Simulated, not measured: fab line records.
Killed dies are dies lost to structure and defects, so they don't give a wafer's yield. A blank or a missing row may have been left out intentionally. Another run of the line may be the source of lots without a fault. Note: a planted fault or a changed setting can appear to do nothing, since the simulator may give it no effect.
fab line records || flow n5Finfet
record: {"lots": 4, "wafers": 12, "lastDay": 16}
route steps=1938 shown BEOL_M7@1273 PASSIVATION@1936
lots that met no fault: from a run of the same line without faults
startH: the number of hours between the record's first day and the start of the first shown wafer of the lot || waitH: how many hours have passed since the lot's step before this one || " repeats the value in the row above || L1.1+2: a row that stands for several wafers || - value missing, or start not given || * or withheld: withheld || < > ~ a bound
route shown NAME@n: NAME is a module with steps in the file, n the number in the route of the first one || usual: mean/standard deviation taken from wafers without a fault || same: alike in all rows || chamber/n: place in a boat || sites: per-site readings || _std_site: the values' standard deviation || _edge_site: mean of outer sites minus mean of inner sites || radiusMm: for every site, how far away it sits from the centre of the wafer || mask NAME#n: copy n || behind: the most recent tool/chamber to have shaped the wafer || hold: why the lot went on hold/how many hours it stayed there/how the hold came to an end || device: names the non-switching transistor (n, p or np) || end of line: tests of these same wafers at the route's end || step lacking rows: just its recipe || killed: the dies lost at the first sort to structure and to defects; this is not the yield of the wafer || map: the dies of a wafer, with x for killed, . for not killed, _ for no die there
set.NAME: the setting as run; set.NAME@STEP: as run at that earlier step || model.NAME: the simulator's own value behind a step, which no gauge read
lots at selected steps of the route; one table per step, one row per wafer
services: when a tool's chamber went out of use (startH, in hours from the record's first day, below 0 if earlier), for how many hours, and the reason
== steps ==
step: N5_BEOL_M7_EXPOSE_08
recipe: {"maskId": "M7", "na": 1.35, "sourceShape": "dipole", "sigmaInner": 0.817, "sigmaOuter": 0.97, "polarization": "te", "doseMj": 68.25}
step: N5_BEOL_M7_PEB_09
recipe: {"pebTempC": "withheld", "pebTimeS": 60, "resist": "CAR-ArF"}
step: N5_BEOL_M7_DEVELOP_10
recipe: {"developTimeS": 30, "developer": "TMAH", "resist": "CAR-ArF", "rinseLiquid": "diw", "dry": "airSpin", "devTempC": 23}
step: N5_BEOL_M7_DESCUM_16
recipe: {"chemistry": "O2", "timeS": 7.9, "sourcePowerW": 50, "biasPowerW": 20, "pressureMtorr": 20, "rfFrequencyHz": 2.712e+07, "tempC": 40, "resist": "CAR-ArF", "o2FlowSccm": 225}
step: N5_BEOL_M7_ETCH_61
recipe: {"chemistry": "CF4", "target": "SiARC", "targetDepthA": 455, "maskMaterial": "CAR-ArF", "timeS": 75.8, "ionEnergyEv": 80, "pressureMtorr": 40, "sourceW": 545, "biasW": 36, "Ar_flow_sccm": 100, "cf4FlowSccm": 100, "ends": "cleared"}
step: N5_BEOL_M7_ETCH_62
recipe: {"chemistry": "N2/H2", "target": "SOC", "targetDepthA": 1100, "overetchA": 220, "maskMaterial": "SiARC", "tempC": 40, "timeS": 165, "ionEnergyEv": 200, "pressureMtorr": 30, "sourceW": 840, "biasW": 150, "n2FlowSccm": 200, "h2FlowSccm": 200}
step: N5_BEOL_M7_STRIP_68
recipe: {"chemistry": "N2/H2", "tempC": 40, "n2FlowSccm": 200, "h2FlowSccm": 200, "rfFrequencyHz": 6e+07}
step: N5_BEOL_M7_STRIP_67
recipe: {"chemistry": "CF4", "resist": "SiARC", "powerW": 300, "biasPowerW": 75, "pressureMtorr": 50, "cf4FlowSccm": 150, "rfFrequencyHz": 6e+07}
step: N5_BEOL_M7_HM_OPEN_17
recipe: {"chemistry": "Cl2/BCl3", "targetDepthA": 200, "overetchA": 60, "target": "TiN", "maskMaterial": "SOC", "ionEnergyEv": 150, "pressureMtorr": 10, "icpW": 1000, "biasW": 126, "Cl2_flow_sccm": 53.25, "bcl3FlowSccm": 21.75, "Ar_flow_sccm": 25}
step: N5_BEOL_M7_STRIP_19
recipe: {"chemistry": "O2", "powerW": 400, "tempC": 40, "pressureMtorr": 30, "rfFrequencyHz": 6e+07, "biasPowerW": 0, "overashFraction": 0.2, "o2FlowSccm": 225}
usual: {"chamberPressureMTorr": "30.00/0.036", "drypumpMotorCurrentA": "5.6/0.41", "oesProductAu": "0.82/0.08", "rfVppV": "3.7/0.57", "showerheadPlenumPTorr": "2.12/0.079", "throttleValvePct": "16.65/0.22"}
{"lot.wafer": "L208.2", "tool": "rieDiel-04", "chamber": 3, "startH": 253.37, "waitH": 0.2, "chamberPressureMTorr": 30.05, "drypumpMotorCurrentA": 6.5, "oesProductAu": 0.70, "rfHoursCounterH": 222, "rfVppV": 4.8, "showerheadPlenumPTorr": 1.99, "throttleValvePct": 16.81}
{"lot.wafer": "L208.4", "tool": "rieDiel-04", "chamber": 1, "startH": 253.37, "waitH": 0.2, "chamberPressureMTorr": 30.04, "drypumpMotorCurrentA": 5.7, "oesProductAu": 0.81, "rfHoursCounterH": "-", "rfVppV": 3.8, "showerheadPlenumPTorr": 2.04, "throttleValvePct": 16.40}
{"lot.wafer": "L208.6", "tool": "rieDiel-04", "chamber": 2, "startH": 253.37, "waitH": 0.2, "chamberPressureMTorr": 29.99, "drypumpMotorCurrentA": 5.8, "oesProductAu": 0.67, "rfHoursCounterH": "-", "rfVppV": 3.8, "showerheadPlenumPTorr": 2.16, "throttleValvePct": 17.00}
{"lot.wafer": "L209.1", "tool": "rieDiel-04", "chamber": 1, "startH": 288.52, "waitH": 0.1, "chamberPressureMTorr": 29.98, "drypumpMotorCurrentA": 5.7, "oesProductAu": 0.80, "rfHoursCounterH": 103, "rfVppV": 4.2, "showerheadPlenumPTorr": 2.03, "throttleValvePct": 16.44}
{"lot.wafer": "L209.4", "tool": "rieDiel-04", "chamber": 0, "startH": 288.52, "waitH": 0.1, "chamberPressureMTorr": 29.99, "drypumpMotorCurrentA": 5.8, "oesProductAu": 0.93, "rfHoursCounterH": 11, "rfVppV": 3.7, "showerheadPlenumPTorr": 2.13, "throttleValvePct": 16.40}
{"lot.wafer": "L209.6", "tool": "rieDiel-04", "chamber": 1, "startH": 288.52, "waitH": 0.1, "chamberPressureMTorr": 29.98, "drypumpMotorCurrentA": 5.7, "oesProductAu": 0.81, "rfHoursCounterH": "-", "rfVppV": 4.3, "showerheadPlenumPTorr": 2.03, "throttleValvePct": 16.42}
{"lot.wafer": "L211.1", "tool": "rieDiel-01", "chamber": 0, "startH": 289.54, "waitH": 0.1, "chamberPressureMTorr": 29.98, "drypumpMotorCurrentA": 5.0, "oesProductAu": 0.84, "rfHoursCounterH": 81, "rfVppV": 3.3, "showerheadPlenumPTorr": 2.22, "throttleValvePct": 16.68}
{"lot.wafer": "L211.2", "tool": "rieDiel-01", "chamber": 1, "startH": 289.54, "waitH": 0.1, "chamberPressureMTorr": 29.97, "drypumpMotorCurrentA": 6.0, "oesProductAu": 0.82, "rfHoursCounterH": 70, "rfVppV": 4.0, "showerheadPlenumPTorr": 2.22, "throttleValvePct": 16.30}
{"lot.wafer": "L211.4", "tool": "rieDiel-01", "chamber": 3, "startH": 289.54, "waitH": 0.1, "chamberPressureMTorr": 29.99, "drypumpMotorCurrentA": 5.4, "oesProductAu": 0.84, "rfHoursCounterH": 82, "rfVppV": 3.4, "showerheadPlenumPTorr": 2.12, "throttleValvePct": 16.64}
{"lot.wafer": "L214.2", "tool": "rieDiel-04", "chamber": 2, "startH": 306.44, "waitH": 0.2, "chamberPressureMTorr": 30.06, "drypumpMotorCurrentA": 5.8, "oesProductAu": 0.93, "rfHoursCounterH": 9, "rfVppV": 3.9, "showerheadPlenumPTorr": 2.15, "throttleValvePct": 16.53}
{"lot.wafer": "L214.4", "tool": "rieDiel-04", "chamber": 0, "startH": 306.44, "waitH": 0.2, "chamberPressureMTorr": 29.98, "drypumpMotorCurrentA": 5.8, "oesProductAu": 0.91, "rfHoursCounterH": 18, "rfVppV": 4.1, "showerheadPlenumPTorr": 2.13, "throttleValvePct": 16.43}
{"lot.wafer": "L214.5", "tool": "rieDiel-04", "chamber": 3, "startH": 306.44, "waitH": 0.2, "chamberPressureMTorr": 30.06, "drypumpMotorCurrentA": 6.5, "oesProductAu": 0.68, "rfHoursCounterH": "-", "rfVppV": 4.0, "showerheadPlenumPTorr": 1.98, "throttleValvePct": 16.86}
step: N5_BEOL_M7_COAT_63
recipe: {"resist": "SOC", "tempC": 250, "timeS": 60, "spinRpm": 1500, "resistThkNm": 60}
step: N5_BEOL_M7_COAT_64
recipe: {"resist": "SiARC", "tempC": 220, "timeS": 60, "spinRpm": 1500, "resistThkNm": 12}
step: N5_BEOL_M7_COAT_71
recipe: {"resist": "underlayer", "tempC": 205, "timeS": 60, "spinRpm": 1500, "resistThkNm": 5}
step: N5_BEOL_M7_COAT_22
recipe: {"resist": "CAR-EUV", "spinRpm": 1500, "resistThkNm": 30}
step: N5_BEOL_M7_EBR_24
recipe: {"solvent": "PGMEA", "ebrWidthMm": 1.5}
step: N5_BEOL_M7_SOFTBAKE_23
recipe: {"tempC": 110, "timeS": 60, "resist": "CAR-EUV"}
step: N5_BEOL_M7_EXPOSE_25
recipe: {"maskId": "V6", "na": 0.33, "sourceShape": "annular", "sigmaInner": 0.4, "sigmaOuter": 0.8, "polarization": "unpolarized", "targetCdNm": 40, "doseMj": 42.5}
step: N5_BEOL_M7_PEB_26
recipe: {"pebTempC": 100, "pebTimeS": 60, "resist": "CAR-EUV"}
step: N5_BEOL_M7_DEVELOP_27
recipe: {"developTimeS": 30, "developer": "TMAH", "resist": "CAR-EUV", "rinseLiquid": "surfactantRinse", "dry": "airSpin", "devTempC": 23}
step: N5_BEOL_M7_INSPECT_30
recipe: {"mode": "adi", "inspectInstrument": "brightfield"}
usual: {"rawDefectCount": "417/90"}
{"lot.wafer": "L208.2", "tool": "defectInspect-02", "chamber": "-", "startH": 253.84, "waitH": 0.0, "rawDefectCount": 480}
{"lot.wafer": "L208.4", "tool": "defectInspect-02", "chamber": "-", "startH": 253.84, "waitH": 0.0, "rawDefectCount": 362}
{"lot.wafer": "L208.6", "tool": "defectInspect-02", "chamber": "-", "startH": 253.84, "waitH": 0.0, "rawDefectCount": 461}
{"lot.wafer": "L209.1", "tool": "defectInspect-01", "chamber": "-", "startH": 289.00, "waitH": 0.1, "rawDefectCount": 523}
{"lot.wafer": "L209.4", "tool": "defectInspect-01", "chamber": "-", "startH": 289.00, "waitH": 0.1, "rawDefectCount": 1040}
{"lot.wafer": "L209.6", "tool": "defectInspect-01", "chamber": "-", "startH": 289.00, "waitH": 0.1, "rawDefectCount": 458}
{"lot.wafer": "L211.1", "tool": "defectInspect-02", "chamber": "-", "startH": 290.53, "waitH": 0.1, "rawDefectCount": 341}
{"lot.wafer": "L211.2", "tool": "defectInspect-02", "chamber": "-", "startH": 290.53, "waitH": 0.1, "rawDefectCount": 431}
{"lot.wafer": "L211.4", "tool": "defectInspect-02", "chamber": "-", "startH": 290.53, "waitH": 0.1, "rawDefectCount": 355}
{"lot.wafer": "L214.2", "tool": "defectInspect-01", "chamber": "-", "startH": 307.10, "waitH": 0.0, "rawDefectCount": 558}
{"lot.wafer": "L214.4", "tool": "defectInspect-01", "chamber": "-", "startH": 307.10, "waitH": 0.0, "rawDefectCount": 1142}
{"lot.wafer": "L214.5", "tool": "defectInspect-01", "chamber": "-", "startH": 307.10, "waitH": 0.0, "rawDefectCount": 388}
step: N5_BEOL_M7_DESCUM_33
recipe: {"chemistry": "O2", "timeS": 7, "sourcePowerW": 50, "biasPowerW": 20, "pressureMtorr": 20, "rfFrequencyHz": 2.712e+07, "tempC": 40, "resist": "CAR-EUV", "o2FlowSccm": 225}
step: N5_PASSIVATION_PROBE_49
usual: {"defectLimitedYield": "91.1/1.3", "killed_at_M0_to_M3": "34/10", "killed_at_M4_up": "14/5.7", "killedAtContacts": "12/5.9", "killedAtFrontEnd": "41/12", "killedAtOther": "4/3.1", "killedDies": "105/15", "killedOnRim": "14/4.2", "killedOpen": "69/11", "killedShort": "35/7.8", "sort_bin_5_function": "5.3/0.81", "sort_bin_6_memory": "3.3/0.75", "sortNPass": "1075/15", "sortYieldPct": "91.1/1.3"}
same: {"grossDies": 1180, "killedAtBackSide": 0, "sort_bin_4_leakage[%]": 0, "sort_bin_8_speed[%]": 0}
{"lot.wafer": "L211.1", "tool": "prober-02", "chamber": "-", "startH": 363.58, "waitH": 0.0, "defectLimitedYield[%]": 90.3, "killed_at_M0_to_M3": 45, "killed_at_M4_up": 20, "killedAtContacts": 12, "killedAtFrontEnd": 36, "killedAtOther": 2, "killedDies": 115, "killedOnRim": 18, "killedOpen": 72, "killedShort": 41, "sort_bin_5_function[%]": 5.3, "sort_bin_6_memory[%]": 4.2, "sortNPass": 1065, "sortYieldPct[%]": 90.3}
{"lot.wafer": "L209.1", "tool": "prober-01", "chamber": "-", "startH": 364.17, "waitH": 0.0, "defectLimitedYield[%]": 89.8, "killed_at_M0_to_M3": 37, "killed_at_M4_up": 21, "killedAtContacts": 20, "killedAtFrontEnd": 35, "killedAtOther": 7, "killedDies": 120, "killedOnRim": 12, "killedOpen": 81, "killedShort": 37, "sort_bin_5_function[%]": 5.8, "sort_bin_6_memory[%]": 3.7, "sortNPass": 1060, "sortYieldPct[%]": 89.8}
{"lot.wafer": "L209.4", "tool": "prober-01", "chamber": "-", "startH": 364.32, "waitH": 0.2, "defectLimitedYield[%]": 81.3, "killed_at_M0_to_M3": 22, "killed_at_M4_up": 130, "killedAtContacts": 15, "killedAtFrontEnd": 53, "killedAtOther": 1, "killedDies": 221, "killedOnRim": 31, "killedOpen": 66, "killedShort": 43, "sort_bin_5_function[%]": 12.2, "sort_bin_6_memory[%]": 4.1, "sortNPass": 959, "sortYieldPct[%]": 81.3}
{"lot.wafer": "L209.6", "tool": "prober-01", "chamber": "-", "startH": 364.42, "waitH": 0.3, "defectLimitedYield[%]": 90.8, "killed_at_M0_to_M3": 18, "killed_at_M4_up": 35, "killedAtContacts": 19, "killedAtFrontEnd": 30, "killedAtOther": 6, "killedDies": 108, "killedOnRim": 10, "killedOpen": 69, "killedShort": 36, "sort_bin_5_function[%]": 4.7, "sort_bin_6_memory[%]": 3.7, "sortNPass": 1072, "sortYieldPct[%]": 90.8}
{"lot.wafer": "L214.4", "tool": "prober-02", "chamber": "-", "startH": 387.51, "waitH": 0.2, "defectLimitedYield[%]": 82.6, "killed_at_M0_to_M3": 23, "killed_at_M4_up": 126, "killedAtContacts": 14, "killedAtFrontEnd": 35, "killedAtOther": 7, "killedDies": 205, "killedOnRim": 23, "killedOpen": 61, "killedShort": 33, "sort_bin_5_function[%]": 11.2, "sort_bin_6_memory[%]": 4.1, "sortNPass": 975, "sortYieldPct[%]": 82.6}
killed by level:class
L211.1 BEOL_M0_SAQP:geometricParticle:open=14 BEOL_M0_SAQP:geometricParticle:short=12 MOL_CONTACT_COAG:geometricParticle:open=10 STI_FIN_REVEAL:geometricParticle:open=6 DUMMY_GATE:geometricParticle:open=6 BEOL_M1:geometricParticle:open=6 FIN_SAQP:geometricParticle:short=5 STARTING-WAFER:geometricParticle:short=5
L209.1 MOL_CONTACT_COAG:geometricParticle:open=16 STI_FIN_REVEAL:geometricParticle:open=11 BEOL_M4:geometricParticle:open=11 BEOL_M0_SAQP:geometricParticle:open=9 BEOL_M1:geometricParticle:open=8 BEOL_M3:geometricParticle:open=6 GATE_CUT:geometricParticle:short=5 BEOL_M0_SAQP:geometricParticle:short=5
L209.4 BEOL_M7:unspecified=111 MOL_CONTACT_COAG:geometricParticle:open=12 BEOL_M0_SAQP:geometricParticle:open=9 ILD0:geometricParticle:short=8 BEOL_M4:geometricParticle:open=8 STI_FIN_REVEAL:geometricParticle:open=7 GATE_CUT:geometricParticle:short=6 GATE_CUT:geometricParticle:open=6
L209.6 BEOL_M4:geometricParticle:open=21 MOL_CONTACT_COAG:geometricParticle:open=17 STI_FIN_REVEAL:geometricParticle:open=7 GATE_CUT:geometricParticle:short=6 BEOL_M2:geometricParticle:short=6 BEOL_M0:geometricParticle:short=4 BEOL_M1:geometricParticle:open=4 BEOL_M4:geometricParticle:short=3
L214.4 BEOL_M7:unspecified=111 MOL_CONTACT_COAG:geometricParticle:open=12 FIN_SAQP:geometricParticle:short=9 BEOL_M4:geometricParticle:open=8 BEOL_M0_SAQP:geometricParticle:open=7 STI_FIN_REVEAL:geometricParticle:open=5 GATE_CUT:geometricParticle:short=5 BEOL_M1:geometricParticle:open=4
map L209.4 (x killed, . not)
_________________.x........x.________________
______________.....x....x.....x._____________
___________......x...........xx....__________
__________...........x.............._________
________.................xx..........._______
_______..................x........x....______
______..............x..........x........_____
_____x...................................____
____x.......x.......xx...x..x..x..........___
___.................x.....x............x...__
___........x......x...x.....x....x........x__
__x...xx.................................x.._
__..........................x..............._
_.....x...x................x........x...x....
_x......x..............x.....................
_x.x...x.........x........x...........x......
_x.............x......................xx.x...
_....x......x.................xxx.....x.x....
_..x.............x...........x...xxxxxxx..x..
_............x..............x...x.xxxxxx.xx.x
_....x.......x.........x.......xxxxxxxxxxxxxx
__....x.......x........xx......xxxxxxxxxxxxx_
__..........................x.x..xxxxxxxxxxx_
___...x.x..................x..xxxxxxxxxxxxx__
___...xx....x...x..............xxxxxxxxxxxx__
____.....x.....x...x....x......x.xxxxxxxxx___
_____....................xx..x..xxxxxxxxx____
______....x....x.....x..........xxxxxx.x_____
_______.................x....x.....xxxx______
________.................x....x....x.._______
__________..x.....x....x..x......x.._________
___________.......x..........x.....__________
______________...x...........x.._____________
_________________..x........x________________
map L214.4 (x killed, . not)
_________________......x.....________________
______________.x..x.x..........._____________
___________.....x..............x...__________
__________....x.....x......xxx......_________
________........x..x...x.............._______
_______.......................x........______
______.........x........................_____
_____............x.....x.........x.......____
____..........x.x.........x..x..x.......x.___
___....x.....x.............................__
___.....x.....x..................x.........__
__..............x.x..xx.............x.xx...._
__..............x..................x........_
_..................................x.........
_............x.x......x...............x......
_.....................x.....x.......x......x.
_......x.............x.xx..............x...x.
_.........................x......x..xxxx.x...
_..................................x.xxxxxx..
_................xx.......x.....x.xxxxxxxxxxx
_x.............................xxxxxxxxxxxxx.
__.x.......................x....xxxxxxxxxxxx_
__......x.....x.................xxxxxxxxxxxx_
___......x...........xx..x...x.xxxxxxxxxxxx__
___........................x....xxxxxxxxxxx__
____....x.................x...xx.xxxxxxxxx___
_____..x...x....x........x....xxxxxxxxxxx____
______....x......x..........x.x..xxx.xxx_____
_______................x.....x......xxx______
________.....x....................x.x._______
__________............x............._________
___________.......x...x.........x..__________
______________...........x......_____________
_________________............________________
== services ==
{"tool": "rieDiel-04", "chamber": 0, "startH": 242.16, "hours": "-", "kind": "clean"}
{"tool": "rieDiel-04", "chamber": 0, "startH": 242.16, "hours": "-", "kind": "consumableReplace:focusRing"}
{"tool": "rieDiel-04", "chamber": 0, "startH": 242.16, "hours": 16.1, "kind": "scheduledDown"}
{"tool": "rieDiel-04", "chamber": 0, "startH": 242.16, "hours": 16.1, "kind": "ventCycle"}
{"tool": "rieDiel-04", "chamber": 1, "startH": 246.44, "hours": 6.6, "kind": "repair"}
{"tool": "rieDiel-04", "chamber": 2, "startH": 248.61, "hours": 3.7, "kind": "repair"}
{"tool": "rieDiel-04", "chamber": 2, "startH": 258.24, "hours": "-", "kind": "clean"}
{"tool": "rieDiel-04", "chamber": 2, "startH": 258.24, "hours": "-", "kind": "consumableReplace:focusRing"}
{"tool": "rieDiel-04", "chamber": 2, "startH": 258.24, "hours": 21.9, "kind": "scheduledDown"}
{"tool": "rieDiel-04", "chamber": 2, "startH": 258.24, "hours": 21.9, "kind": "ventCycle"}
{"tool": "rieDiel-01", "chamber": 0, "startH": 269.66, "hours": 2.1, "kind": "repair"}
{"tool": "rieDiel-01", "chamber": 0, "startH": 275.75, "hours": 4.7, "kind": "repair"}
== key ==
firstSign: {"step": "N5_BEOL_M7_INSPECT_30", "reading": "rawDefectCount", "direction": "up", "sigmas": 7.5, "usual": 417, "struck": 1091}
effect: {"step": "N5_PASSIVATION_PROBE_49", "reading": "killed_at_M4_up", "direction": "up", "sigmas": 20, "usual": 14, "struck": 128}
moreKillsBornAt: {"N5_BEOL_M7_STRIP_19@rieDiel-04": 222}
metAt N5_BEOL_M7_STRIP_19
struckWafers L209.4,L214.4
fault: {"kind": "chamberParticleSource", "tool": "rieDiel-04", "chamber": 0, "onsetH": 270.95, "steps": "N5_BEOL_M7_STRIP_19", "ratePerVisitCm2": 0.83237, "endH": 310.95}
